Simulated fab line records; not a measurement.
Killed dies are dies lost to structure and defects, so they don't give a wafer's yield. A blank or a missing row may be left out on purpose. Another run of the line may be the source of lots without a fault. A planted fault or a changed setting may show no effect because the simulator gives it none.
The tool behind it: which one? + flow nand_harc + 69 wafers from 23 lots sampled at 6 of the route's 1159 steps

== WHAT THE GAUGES SHOWED, per wafer ==
No reading from a measuring or inspecting step in the record can be judged against a usual standard deviation.

== TOOL THAT RAN EACH LOT (tool first, then ch and the chambers of the sampled wafers, then the start) ==
| lot  | NHARC_A_CHANNEL_FILL_D1_STRIP_29              | NHARC_A_STAIRCASE_DEP_156       | NHARC_A_STAIRCASE_TRIM_12          | NHARC_A_STAIRCASE_TRIM_193                    | NHARC_A_STAIRCASE_ETCH_197                    | NHARC_A_STAIRCASE_STRIP_205          |
|------|-----------------------------------------------|---------------------------------|------------------------------------|-----------------------------------------------|-----------------------------------------------|--------------------------------------|
| L075 | rie_diel-06 ch 0,3, day 10 09:46 or earlier   | pecvd-02 ch 0,2, day 10 09:46   | rie_diel-10 ch 1,2,3, day 10 12:59 | rie_diel-11 ch 1,3, day 10 23:25 or earlier   | rie_diel-10 ch 1,2,3, day 10 23:25 or earlier | plasma_asher-02 ch 0,1, day 10 23:25 |
| L074 | rie_diel-06 ch 1,2,3, day 10 07:55            | pecvd-04 ch 0,1, day 10 14:19   | rie_diel-13 ch 1,2, day 10 17:31   | rie_diel-13 ch 0,1,2, day 11 01:05 or earlier | rie_diel-11 ch 0,1,3, day 11 01:05 or earlier | plasma_asher-02 ch 0,1, day 11 01:05 |
| L077 | rie_diel-07 ch 0,1, day 11 05:38 or earlier   | pecvd-04 ch 0,1,2, day 11 05:38 | rie_diel-11 ch 0,1, day 11 08:43   | rie_diel-13 ch 1,2, day 11 15:32 or earlier   | rie_diel-10 ch 1,2,3, day 11 15:32 or earlier | plasma_asher-01 ch 0,1, day 11 15:32 |
| L076 | rie_diel-06 ch 1,2,3, day 11 05:46 or earlier | pecvd-03 ch 1,2, day 11 05:46   | rie_diel-10 ch 1,2, day 11 09:34   | rie_diel-13 ch 0,1,3, day 11 20:07 or earlier | rie_diel-11 ch 0,1,3, day 11 20:07 or earlier | plasma_asher-02 ch 0,1, day 11 20:07 |
| L078 | rie_diel-07 ch 1,2,3, day 11 15:08 or earlier | pecvd-02 ch 1,2, day 11 15:08   | rie_diel-11 ch 0,2,3, day 11 18:39 | rie_diel-10 ch 1,2,3, day 12 00:58 or earlier | rie_diel-10 ch 1,2,3, day 12 00:58 or earlier | plasma_asher-02 ch 0,1, day 12 00:58 |
| L079 | rie_diel-07 ch 0,1,2, day 11 19:01            | pecvd-02 ch 0,1,2, day 12 01:50 | rie_diel-13 ch 1,2,3, day 12 04:35 | rie_diel-10 ch 0,1,3, day 12 10:26 or earlier | rie_diel-13 ch 0,1, day 12 10:26 or earlier   | plasma_asher-02 ch 0,1, day 12 10:26 |
| L080 | rie_diel-12 ch 0,1,3, day 12 02:04 or earlier | pecvd-03 ch 0,1, day 12 02:04   | rie_diel-10 ch 0,1,3, day 12 05:00 | rie_diel-10 ch 0,2, day 12 11:31 or earlier   | rie_diel-11 ch 0,2, day 12 11:31 or earlier   | plasma_asher-02 ch 0,1, day 12 11:31 |
| L083 | rie_diel-06 ch 1,2,3, day 12 10:28 or earlier | pecvd-02 ch 0,1,2, day 12 10:28 | rie_diel-10 ch 0,1,3, day 12 13:58 | rie_diel-10 ch 0,2,3, day 13 00:10 or earlier | rie_diel-11 ch 0,1,3, day 13 00:10 or earlier | plasma_asher-01 ch 0,1, day 13 00:10 |
| L082 | rie_diel-07 ch 0,1, day 12 04:02              | pecvd-03 ch 0,1,2, day 12 10:28 | rie_diel-11 ch 0,3, day 12 15:10   | rie_diel-11 ch 0,1,3, day 12 23:52 or earlier | rie_diel-10 ch 0,2,3, day 12 23:52 or earlier | plasma_asher-02 ch 0,1, day 12 23:52 |
| L081 | rie_diel-06 ch 0,2,3, day 12 14:41 or earlier | pecvd-04 ch 1,2, day 12 14:41   | rie_diel-11 ch 0,1, day 12 17:55   | rie_diel-13 ch 0,2,3, day 13 03:10 or earlier | rie_diel-13 ch 0,1,3, day 13 03:10 or earlier | plasma_asher-02 ch 1, day 13 03:10   |
| L084 | rie_diel-06 ch 0,2,3, day 12 23:35 or earlier | pecvd-04 ch 0,1,2, day 12 23:35 | rie_diel-13 ch 0,2,3, day 13 03:56 | rie_diel-13 ch 0,1,2, day 13 12:55 or earlier | rie_diel-10 ch 0,1,3, day 13 12:55 or earlier | plasma_asher-02 ch 0,1, day 13 12:55 |
| L085 | rie_diel-07 ch 1,2, day 12 17:29              | pecvd-03 ch 0,2, day 12 23:35   | rie_diel-11 ch 0,1,3, day 13 02:33 | rie_diel-11 ch 0,1,3, day 13 09:00 or earlier | rie_diel-11 ch 1,2,3, day 13 09:00 or earlier | plasma_asher-02 ch 0,1, day 13 09:00 |
| L088 | rie_diel-12 ch 0,2,3, day 13 22:11 or earlier | pecvd-03 ch 0,1, day 13 22:11   | rie_diel-11 ch 0,2,3, day 14 00:59 | rie_diel-13 ch 0,1,2, day 14 07:23 or earlier | rie_diel-11 ch 1,2,3, day 14 07:23 or earlier | plasma_asher-01 ch 0,1, day 14 07:23 |
| L086 | rie_diel-06 ch 1,2,3, day 13 22:41 or earlier | pecvd-03 ch 0,1,2, day 13 22:41 | rie_diel-10 ch 0,3, day 14 01:35   | rie_diel-10 ch 0,1, day 14 10:14 or earlier   | rie_diel-13 ch 1,3, day 14 10:14 or earlier   | plasma_asher-01 ch 0,1, day 14 10:14 |
| L087 | rie_diel-07 ch 1,2, day 14 04:11 or earlier   | pecvd-02 ch 0,2, day 14 04:11   | rie_diel-13 ch 0,2,3, day 14 07:03 | rie_diel-11 ch 1,3, day 14 13:52 or earlier   | rie_diel-11 ch 1,2, day 14 13:52 or earlier   | plasma_asher-02 ch 0,1, day 14 13:52 |
| L090 | rie_diel-06 ch 1,2,3, day 14 11:38 or earlier | pecvd-04 ch 0,1,2, day 14 11:38 | rie_diel-11 ch 0,2,3, day 14 14:17 | rie_diel-10 ch 0,1,3, day 14 20:29 or earlier | rie_diel-10 ch 0,1,2, day 14 20:29 or earlier | plasma_asher-02 ch 0,1, day 14 20:29 |
| L092 | rie_diel-06 ch 1,3, day 15 01:08 or earlier   | pecvd-04 ch 0,2, day 15 01:08   | rie_diel-10 ch 2,3, day 15 04:06   | rie_diel-10 ch 0,1, day 15 10:43 or earlier   | rie_diel-10 ch 0,1, day 15 10:43 or earlier   | plasma_asher-01 ch 0,1, day 15 10:43 |
| L091 | rie_diel-07 ch 2,3, day 15 00:58 or earlier   | pecvd-03 ch 1,2, day 15 00:58   | rie_diel-10 ch 0,2,3, day 15 03:49 | rie_diel-13 ch 1,3, day 15 12:14 or earlier   | rie_diel-13 ch 1,2,3, day 15 12:14 or earlier | plasma_asher-02 ch 0,1, day 15 12:14 |
| L093 | rie_diel-06 ch 2,3, day 15 00:19              | pecvd-03 ch 0,1,2, day 15 06:43 | rie_diel-13 ch 0,3, day 15 09:26   | rie_diel-13 ch 0,1,2, day 15 17:17 or earlier | rie_diel-11 ch 0,1,2, day 15 17:17 or earlier | plasma_asher-01 ch 0,1, day 15 17:17 |
| L094 | rie_diel-06 ch 0,1,2, day 16 04:52 or earlier | pecvd-03 ch 0,2, day 16 04:52   | rie_diel-13 ch 0,2,3, day 16 08:14 | rie_diel-10 ch 1,2,3, day 16 15:32 or earlier | rie_diel-10 ch 0,1,2, day 16 15:32 or earlier | plasma_asher-01 ch 0,1, day 16 15:32 |
| L096 | rie_diel-07 ch 1,2,3, day 16 12:15 or earlier | pecvd-04 ch 0,2, day 16 12:15   | rie_diel-10 ch 0,2, day 16 15:22   | rie_diel-13 ch 0,1,3, day 16 23:20 or earlier | rie_diel-13 ch 1,2,3, day 16 23:20 or earlier | plasma_asher-02 ch 0,1, day 16 23:20 |
| L095 | rie_diel-06 ch 0,1,3, day 16 12:16 or earlier | pecvd-02 ch 1,2, day 16 12:16   | rie_diel-13 ch 1,2,3, day 16 15:39 | rie_diel-13 ch 0,2, day 16 22:48 or earlier   | rie_diel-11 ch 1,2, day 16 22:48 or earlier   | plasma_asher-01 ch 0,1, day 16 22:48 |
| L097 | rie_diel-06 ch 0,3, day 17 00:32 or earlier   | pecvd-02 ch 0,1,2, day 17 00:32 | rie_diel-11 ch 0,2, day 17 03:37   | rie_diel-10 ch 1,2,3, day 17 10:52 or earlier | rie_diel-10 ch 0,2,3, day 17 10:52 or earlier | plasma_asher-02 ch 0,1, day 17 10:52 |
- NHARC_A_CHANNEL_FILL_D1_STRIP_29: strips in O2, time 20 s.
- NHARC_A_STAIRCASE_DEP_156: deposits SiNx, target thk 50 nm.
- NHARC_A_STAIRCASE_TRIM_12: chemistry O2, time 211.2 s.
- NHARC_A_STAIRCASE_TRIM_193: chemistry O2, time 211.2 s.
- NHARC_A_STAIRCASE_ETCH_197: etches the open film in C4F8/O2, target depth 100 nm, time 40.5 s.
- NHARC_A_STAIRCASE_STRIP_205: strips in O2.

== WHAT THE TOOLS THEMSELVES READ (means of the sampled wafers that have a number; where no wafer has one, the mark that the record gives instead) ==
NHARC_A_CHANNEL_FILL_D1_STRIP_29. Usual: drypump_motor_current_A 5.9 A, standard deviation 0.42; o2_flow_sccm 500.1 sccm, standard deviation 1.4; oes_product_au 0.998 a.u., standard deviation 0.012; rf_vpp_V 57.8 V, standard deviation 0.84; showerhead_plenum_p_Torr 3.54 Torr, standard deviation 0.14; throttle_valve_pct 17.037 %, standard deviation 0.0082.
| lot  | tool        | drypump_motor_current_A (A) | o2_flow_sccm (sccm) | oes_product_au (a.u.) | rf_vpp_V (V) | showerhead_plenum_p_Torr (Torr) | throttle_valve_pct (%) | flag |
|------|-------------|-----------------------------|---------------------|-----------------------|--------------|---------------------------------|------------------------|------|
| L075 | rie_diel-06 | 6.1                         | 499.2               | 0.994                 | 57.9         | 3.40                            | 17.040                 |      |
| L074 | rie_diel-06 | 6.1                         | 500.7               | 0.992                 | 58.2         | 3.61                            | 17.040                 |      |
| L077 | rie_diel-07 | 6.0                         | 498.2               | 1.000                 | 57.2         | 3.51                            | 17.034                 |      |
| L076 | rie_diel-06 | 6.1                         | 500.0               | 1.004                 | 57.9         | 3.61                            | 17.030                 |      |
| L078 | rie_diel-07 | 6.2                         | 499.4               | 1.005                 | 58.0         | 3.57                            | 17.033                 |      |
| L079 | rie_diel-07 | 5.8                         | 500.2               | 1.005                 | 56.9         | 3.51                            | 17.037                 |      |
| L080 | rie_diel-12 | 5.6                         | 501.4               | 0.984                 | 58.0         | 3.54                            | 17.034                 |      |
| L083 | rie_diel-06 | 6.1                         | 499.0               | 0.997                 | 57.1         | 3.61                            | 17.037                 |      |
| L082 | rie_diel-07 | 5.9                         | 498.4               | 1.004                 | 58.0         | 3.52                            | 17.036                 |      |
| L081 | rie_diel-06 | 5.9                         | 500.5               | 0.998                 | 57.8         | 3.52                            | 17.041                 |      |
| L084 | rie_diel-06 | 5.9                         | 499.8               | 0.998                 | 57.4         | 3.52                            | 17.040                 |      |
| L085 | rie_diel-07 | 6.1                         | 499.8               | 1.004                 | 58.0         | 3.52                            | 17.035                 |      |
| L088 | rie_diel-12 | 5.6                         | 498.7               | 1.005                 | 58.4         | 3.56                            | 17.032                 |      |
| L086 | rie_diel-06 | 6.1                         | 499.0               | 0.996                 | 57.5         | 3.61                            | 17.047                 |      |
| L087 | rie_diel-07 | 6.0                         | 500.0               | 1.010                 | 58.1         | 3.51                            | 17.039                 |      |
| L090 | rie_diel-06 | 6.1                         | 501.2               | 0.985                 | 57.9         | 3.61                            | 17.042                 |      |
| L092 | rie_diel-06 | 6.3                         | 501.3               | 0.996                 | 57.6         | 3.48                            | 17.033                 |      |
| L091 | rie_diel-07 | 6.1                         | 500.8               | 1.007                 | 58.0         | 3.56                            | 17.033                 |      |
| L093 | rie_diel-06 | 6.2                         | 500.1               | 0.994                 | 57.6         | 3.54                            | 17.042                 |      |
| L094 | rie_diel-06 | 5.7                         | 500.9               | 0.994                 | 58.3         | 3.59                            | 17.035                 |      |
| L096 | rie_diel-07 | 6.2                         | 499.3               | 1.009                 | 56.8         | 3.57                            | 17.028                 |      |
| L095 | rie_diel-06 | 6.0                         | 500.8               | 0.995                 | 57.2         | 3.47                            | 17.031                 |      |
| L097 | rie_diel-06 | 5.7                         | 501.0               | 0.990                 | 57.8         | 3.38                            | 17.030                 |      |

NHARC_A_STAIRCASE_DEP_156. Usual: heater_power_w 783 W, standard deviation 95.
| lot  | tool     | heater_power_w (W) | flag |
|------|----------|--------------------|------|
| L075 | pecvd-02 | 760                |      |
| L074 | pecvd-04 | 847                |      |
| L077 | pecvd-04 | 811                |      |
| L076 | pecvd-03 | 753                |      |
| L078 | pecvd-02 | 783                |      |
| L079 | pecvd-02 | 806                |      |
| L080 | pecvd-03 | 779                |      |
| L083 | pecvd-02 | 788                |      |
| L082 | pecvd-03 | 735                |      |
| L081 | pecvd-04 | 802                |      |
| L084 | pecvd-04 | 807                |      |
| L085 | pecvd-03 | 750                |      |
| L088 | pecvd-03 | 799                |      |
| L086 | pecvd-03 | 726                |      |
| L087 | pecvd-02 | 858                |      |
| L090 | pecvd-04 | 845                |      |
| L092 | pecvd-04 | 822                |      |
| L091 | pecvd-03 | 728                |      |
| L093 | pecvd-03 | 750                |      |
| L094 | pecvd-03 | 772                |      |
| L096 | pecvd-04 | 782                |      |
| L095 | pecvd-02 | 740                |      |
| L097 | pecvd-02 | 801                |      |

NHARC_A_STAIRCASE_TRIM_12. Usual: drypump_motor_current_A 5.8 A, standard deviation 0.46; o2_flow_sccm 500.0 sccm, standard deviation 1.6; oes_product_au 1.001 a.u., standard deviation 0.014; rf_vpp_V 57.8 V, standard deviation 0.89; showerhead_plenum_p_Torr 3.51 Torr, standard deviation 0.16; throttle_valve_pct 17.037 %, standard deviation 0.0082.
| lot  | tool        | drypump_motor_current_A (A) | o2_flow_sccm (sccm) | oes_product_au (a.u.) | rf_vpp_V (V) | showerhead_plenum_p_Torr (Torr) | throttle_valve_pct (%) | flag |
|------|-------------|-----------------------------|---------------------|-----------------------|--------------|---------------------------------|------------------------|------|
| L075 | rie_diel-10 | 6.0                         | 498.1               | 1.000                 | 57.3         | 3.45                            | 17.037                 |      |
| L074 | rie_diel-13 | 5.5                         | 502.8               | 0.997                 | 58.2         | 3.53                            | 17.033                 |      |
| L077 | rie_diel-11 | 5.5                         | 499.9               | 0.984                 | 57.4         | 3.41                            | 17.033                 |      |
| L076 | rie_diel-10 | 6.1                         | 499.3               | 1.011                 | 57.0         | 3.32                            | 17.037                 |      |
| L078 | rie_diel-11 | 6.2                         | 499.6               | 1.005                 | 59.1         | 3.55                            | 17.032                 |      |
| L079 | rie_diel-13 | 5.3                         | 499.2               | 1.013                 | 57.1         | 3.49                            | 17.033                 |      |
| L080 | rie_diel-10 | 6.2                         | 502.2               | 0.999                 | 57.9         | 3.54                            | 17.027                 |      |
| L083 | rie_diel-10 | 6.2                         | 500.5               | 0.991                 | 58.3         | 3.54                            | 17.042                 |      |
| L082 | rie_diel-11 | 6.0                         | 499.1               | 1.007                 | 57.5         | 3.54                            | 17.035                 |      |
| L081 | rie_diel-11 | 5.5                         | 500.5               | 0.980                 | 57.9         | 3.41                            | 17.044                 |      |
| L084 | rie_diel-13 | 5.2                         | 500.1               | 1.019                 | 58.1         | 3.61                            | 17.036                 |      |
| L085 | rie_diel-11 | 5.7                         | 501.3               | 0.997                 | 57.5         | 3.45                            | 17.035                 |      |
| L088 | rie_diel-11 | 6.2                         | 499.3               | 0.992                 | 57.8         | 3.54                            | 17.037                 |      |
| L086 | rie_diel-10 | 6.2                         | 500.8               | 0.997                 | 58.3         | 3.68                            | 17.037                 |      |
| L087 | rie_diel-13 | 5.2                         | 501.7               | 1.011                 | 57.8         | 3.60                            | 17.032                 |      |
| L090 | rie_diel-11 | 6.2                         | 501.3               | 1.003                 | 57.6         | 3.54                            | 17.037                 |      |
| L092 | rie_diel-10 | 5.7                         | 498.7               | 1.007                 | 57.8         | 3.47                            | 17.042                 |      |
| L091 | rie_diel-10 | 6.0                         | 499.9               | 1.001                 | 57.6         | 3.58                            | 17.037                 |      |
| L093 | rie_diel-13 | 5.2                         | 500.2               | 1.018                 | 57.5         | 3.63                            | 17.041                 |      |
| L094 | rie_diel-13 | 5.2                         | 500.6               | 1.003                 | 58.9         | 3.59                            | 17.031                 |      |
| L096 | rie_diel-10 | 5.8                         | 501.0               | 1.009                 | 58.3         | 3.51                            | 17.041                 |      |
| L095 | rie_diel-13 | 5.3                         | 499.4               | 1.000                 | 57.9         | 3.47                            | 17.036                 |      |
| L097 | rie_diel-11 | 6.4                         | 500.4               | 0.995                 | 58.1         | 3.55                            | 17.025                 |      |

NHARC_A_STAIRCASE_TRIM_193. Usual: drypump_motor_current_A 5.7 A, standard deviation 0.45; o2_flow_sccm 500.0 sccm, standard deviation 1.5; oes_product_au 1.004 a.u., standard deviation 0.014; rf_vpp_V 57.7 V, standard deviation 0.94; showerhead_plenum_p_Torr 3.53 Torr, standard deviation 0.17; throttle_valve_pct 17.035 %, standard deviation 0.0092.
| lot  | tool        | drypump_motor_current_A (A) | o2_flow_sccm (sccm) | oes_product_au (a.u.) | rf_vpp_V (V) | showerhead_plenum_p_Torr (Torr) | throttle_valve_pct (%) | flag |
|------|-------------|-----------------------------|---------------------|-----------------------|--------------|---------------------------------|------------------------|------|
| L075 | rie_diel-11 | 5.4                         | 499.9               | 0.987                 | 58.0         | 3.39                            | 17.036                 |      |
| L074 | rie_diel-13 | 5.4                         | 500.0               | 1.011                 | 56.3         | 3.47                            | 17.031                 |      |
| L077 | rie_diel-13 | 5.5                         | 498.9               | 1.005                 | 58.8         | 3.61                            | 17.033                 |      |
| L076 | rie_diel-13 | 5.3                         | 499.0               | 1.015                 | 56.5         | 3.35                            | 17.042                 |      |
| L078 | rie_diel-10 | 6.0                         | 500.1               | 1.009                 | 57.1         | 3.44                            | 17.038                 |      |
| L079 | rie_diel-10 | 6.2                         | 500.6               | 1.001                 | 57.6         | 3.54                            | 17.038                 |      |
| L080 | rie_diel-10 | 6.1                         | 500.9               | 0.999                 | 57.7         | 3.63                            | 17.044                 |      |
| L083 | rie_diel-10 | 6.0                         | 500.1               | 0.994                 | 57.4         | 3.59                            | 17.050                 |      |
| L082 | rie_diel-11 | 5.7                         | 498.4               | 0.996                 | 57.3         | 3.46                            | 17.030                 |      |
| L081 | rie_diel-13 | 5.2                         | 502.2               | 1.013                 | 57.9         | 3.61                            | 17.038                 |      |
| L084 | rie_diel-13 | 5.4                         | 501.1               | 1.004                 | 57.9         | 3.64                            | 17.039                 |      |
| L085 | rie_diel-11 | 5.7                         | 501.1               | 0.992                 | 57.0         | 3.45                            | 17.033                 |      |
| L088 | rie_diel-13 | 5.4                         | 499.9               | 1.000                 | 58.0         | 3.64                            | 17.035                 |      |
| L086 | rie_diel-10 | 6.3                         | 500.8               | 1.009                 | 57.4         | 3.57                            | 17.033                 |      |
| L087 | rie_diel-11 | 5.4                         | 500.6               | 0.987                 | 58.1         | 3.37                            | 17.034                 |      |
| L090 | rie_diel-10 | 6.2                         | 498.5               | 0.998                 | 58.4         | 3.53                            | 17.041                 |      |
| L092 | rie_diel-10 | 6.3                         | 498.5               | 0.998                 | 57.8         | 3.78                            | 17.038                 |      |
| L091 | rie_diel-13 | 5.2                         | 499.6               | 1.005                 | 57.6         | 3.36                            | 17.036                 |      |
| L093 | rie_diel-13 | 5.4                         | 499.4               | 1.000                 | 57.4         | 3.63                            | 17.034                 |      |
| L094 | rie_diel-10 | 6.0                         | 499.3               | 1.017                 | 57.9         | 3.60                            | 17.034                 |      |
| L096 | rie_diel-13 | 5.2                         | 499.3               | 1.019                 | 58.2         | 3.51                            | 17.037                 |      |
| L095 | rie_diel-13 | 5.4                         | 501.4               | 1.010                 | 57.9         | 3.75                            | 17.036                 |      |
| L097 | rie_diel-10 | 6.0                         | 499.8               | 1.009                 | 57.8         | 3.60                            | 17.040                 |      |

NHARC_A_STAIRCASE_ETCH_197. Usual: oes_product_au 0.951 a.u., standard deviation 0.018; rf_vpp_V 896 V, standard deviation 5.8.
| lot  | tool        | oes_product_au (a.u.) | rf_vpp_V (V) | flag |
|------|-------------|-----------------------|--------------|------|
| L075 | rie_diel-10 | 0.931                 | 892          |      |
| L074 | rie_diel-11 | 0.938                 | 894          |      |
| L077 | rie_diel-10 | 0.942                 | 893          |      |
| L076 | rie_diel-11 | 0.945                 | 894          |      |
| L078 | rie_diel-10 | 0.953                 | 892          |      |
| L079 | rie_diel-13 | 0.955                 | 891          |      |
| L080 | rie_diel-11 | 0.970                 | 898          |      |
| L083 | rie_diel-11 | 0.951                 | 894          |      |
| L082 | rie_diel-10 | 0.938                 | 898          |      |
| L081 | rie_diel-13 | 0.973                 | 896          |      |
| L084 | rie_diel-10 | 0.970                 | 897          |      |
| L085 | rie_diel-11 | 0.948                 | 894          |      |
| L088 | rie_diel-11 | 0.966                 | 893          |      |
| L086 | rie_diel-13 | 0.969                 | 891          |      |
| L087 | rie_diel-11 | 0.940                 | 895          |      |
| L090 | rie_diel-10 | 0.955                 | 893          |      |
| L092 | rie_diel-10 | 0.940                 | 904          |      |
| L091 | rie_diel-13 | 0.948                 | 893          |      |
| L093 | rie_diel-11 | 0.962                 | 894          |      |
| L094 | rie_diel-10 | 0.947                 | 900          |      |
| L096 | rie_diel-13 | 0.940                 | 894          |      |
| L095 | rie_diel-11 | 0.969                 | 895          |      |
| L097 | rie_diel-10 | 0.954                 | 898          |      |

NHARC_A_STAIRCASE_STRIP_205. Usual: drypump_motor_current_A 5.7 A, standard deviation 0.33; heater_power_w 324 W, standard deviation 25.
| lot  | tool            | drypump_motor_current_A (A) | heater_power_w (W) | flag |
|------|-----------------|-----------------------------|--------------------|------|
| L075 | plasma_asher-02 | 5.6                         | 334                |      |
| L074 | plasma_asher-02 | 5.8                         | 322                |      |
| L077 | plasma_asher-01 | 5.6                         | 318                |      |
| L076 | plasma_asher-02 | 5.8                         | 322                |      |
| L078 | plasma_asher-02 | 5.8                         | 321                |      |
| L079 | plasma_asher-02 | 5.8                         | 324                |      |
| L080 | plasma_asher-02 | 5.6                         | 336                |      |
| L083 | plasma_asher-01 | 5.6                         | 310                |      |
| L082 | plasma_asher-02 | 5.6                         | 331                |      |
| L081 | plasma_asher-02 | 6.1                         | 317                |      |
| L084 | plasma_asher-02 | 5.6                         | 334                |      |
| L085 | plasma_asher-02 | 5.8                         | 323                |      |
| L088 | plasma_asher-01 | 5.7                         | 328                |      |
| L086 | plasma_asher-01 | 5.6                         | 301                |      |
| L087 | plasma_asher-02 | 5.8                         | 324                |      |
| L090 | plasma_asher-02 | 5.6                         | 334                |      |
| L092 | plasma_asher-01 | 5.6                         | 310                |      |
| L091 | plasma_asher-02 | 5.8                         | 324                |      |
| L093 | plasma_asher-01 | 5.6                         | 310                |      |
| L094 | plasma_asher-01 | 5.6                         | 327                |      |
| L096 | plasma_asher-02 | 5.8                         | 327                |      |
| L095 | plasma_asher-01 | 5.6                         | 304                |      |
| L097 | plasma_asher-02 | 5.8                         | 318                |      |

== THE ANSWER, worked out from the rows above alone ==
Rule: a lot counts as off when the mean over its wafers that have a number is more than 3 standard deviations away from the usual mean. Also off: a lot with no number at a reading for which 4 or more lots have one. The other lots that the step has rows for count as sound. After the gauges, taken in route order, come the tools' own readings; for these a lot's mean is taken, as printed above. At the first step where some lot is off, the reading lying furthest off is the one used; lots without a number count as furthest.
Nothing can be told from this: no lot is off at any reading shown.

== WHAT THE SIMULATOR PUT IN ==
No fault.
